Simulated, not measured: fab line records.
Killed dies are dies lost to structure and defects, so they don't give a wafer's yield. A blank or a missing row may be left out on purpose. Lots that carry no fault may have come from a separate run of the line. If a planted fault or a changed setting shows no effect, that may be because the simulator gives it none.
Chamber matching | flow nand harc | NHARC_A_STAIRCASE_ETCH_169 on rie diel-02 has 4 sister chambers
The step etches the open film in CH3F/O2, target depth 50 nm, time 107.1 s. 33 wafers are shown with their chamber, then 12 later ones without.

## WAFERS PAIRED WITH THEIR CHAMBERS
wafer  | chamber | showerhead plenum p Torr (Torr) | drypump motor current A (A) | rf vpp V (V)
L074.1 | 1       | 2.31                            | 5.4                         | 242.2
L074.2 | 3       | 2.60                            | 6.2                         | 246.5
L074.5 | 0       | 2.51                            | 5.2                         | 244.7
L077.2 | 2       | 2.35                            | 5.8                         | 243.4
L077.4 | 2       | 2.35                            | 5.8                         | 243.7
L077.6 | 0       | 2.50                            | 5.3                         | 243.0
L080.3 | 0       | 2.50                            | 5.2                         | 244.6
L080.4 | 2       | 2.35                            | 5.8                         | 243.2
L080.5 | 2       | 2.34                            | 5.8                         | 243.8
L079.2 | 1       | 2.31                            | 5.4                         | 240.2
L079.5 | 3       | 2.60                            | 6.3                         | 246.0
L079.6 | 0       | 2.50                            | 5.2                         | 244.8
L082.1 | 3       | 2.59                            | 6.2                         | 245.9
L082.5 | 2       | 2.34                            | 5.8                         | 242.7
L082.6 | 3       | 2.59                            | 6.2                         | 245.4
L081.2 | 0       | 2.50                            | 5.2                         | 243.9
L081.5 | 2       | 2.34                            | 5.9                         | 243.2
L081.6 | 3       | 2.59                            | 6.2                         | 246.3
L084.1 | 0       | 2.50                            | 5.2                         | 244.5
L084.3 | 3       | 2.59                            | 6.3                         | 246.4
L084.4 | 2       | 2.34                            | 5.8                         | 242.2
L085.4 | 1       | 2.30                            | 5.4                         | 242.1
L085.5 | 2       | 2.34                            | 5.8                         | 242.7
L085.6 | 1       | 2.30                            | 5.4                         | 242.4
L088.1 | 3       | 2.59                            | 6.2                         | 245.9
L088.2 | 2       | 2.34                            | 5.8                         | 241.3
L088.4 | 1       | 2.30                            | 5.4                         | 242.2
L088.3 | 0       | 2.49                            | 5.2                         | 242.6
L088.5 | 2       | 2.34                            | 5.8                         | 242.7
L088.6 | 1       | 2.30                            | 5.4                         | 242.7
L096.1 | 1       | 2.30                            | 5.4                         | 241.0
L096.5 | 1       | 2.30                            | 5.4                         | 242.5
L096.6 | 2       | 2.33                            | 5.8                         | 243.4

SIGNATURES (means of the wafers above)
reading                  | chamber 0 | chamber 1 | chamber 2 | chamber 3 | scatter within a chamber
showerhead plenum p Torr | 2.5000    | 2.3025    | 2.3418    | 2.5929    | 0.00543
drypump motor current A  | 5.214     | 5.400     | 5.809     | 6.229     | 0.0332
rf vpp V                 | 244.014   | 241.912   | 242.936   | 246.057   | 0.743
Rule: a wafer lies at a distance from a chamber equal to the root of the sum of squares, over the readings, of (its reading less the chamber's mean, divided by the reading's scatter). If the next closest chamber is less than 2 further off than the closest, the wafer can't be placed; otherwise it belongs to the closest. The scatter: take each reading less its chamber's mean, square it, sum over the shown wafers, divide by the number of wafers less the number of chambers, and take the root.

## WAFERS WHOSE CHAMBER IS MISSING
wafer  | showerhead plenum p Torr (Torr) | drypump motor current A (A) | rf vpp V (V)
L096.2 | 2.58                            | 6.3                         | 246.3
L096.3 | 2.49                            | 5.2                         | 244.9
L096.4 | 2.33                            | 5.8                         | 242.6
L094.1 | 2.58                            | 6.3                         | 246.4
L094.2 | 2.33                            | 5.8                         | 242.4
L094.5 | 2.58                            | 6.3                         | 246.1
L094.3 | 2.49                            | 5.2                         | 245.4
L094.4 | 2.30                            | 5.4                         | 242.4
L094.6 | 2.49                            | 5.3                         | 245.0
L097.1 | 2.58                            | 6.2                         | 245.3
L097.4 | 2.33                            | 5.8                         | 242.1
L097.5 | 2.33                            | 5.8                         | 242.3

## THE CHAMBER EACH PASSED THROUGH
wafer  | from the rows above | in truth
L096.2 | 3                   | 3
L096.3 | 0                   | 0
L096.4 | 2                   | 2
L094.1 | 3                   | 3
L094.2 | 2                   | 2
L094.5 | 3                   | 3
L094.3 | 0                   | 0
L094.4 | 1                   | 1
L094.6 | 0                   | 0
L097.1 | 3                   | 3
L097.4 | 2                   | 2
L097.5 | 2                   | 2
Correct placement for 12 of the 12. From these rows, 0 cannot be placed. Wrongly placed: 0.
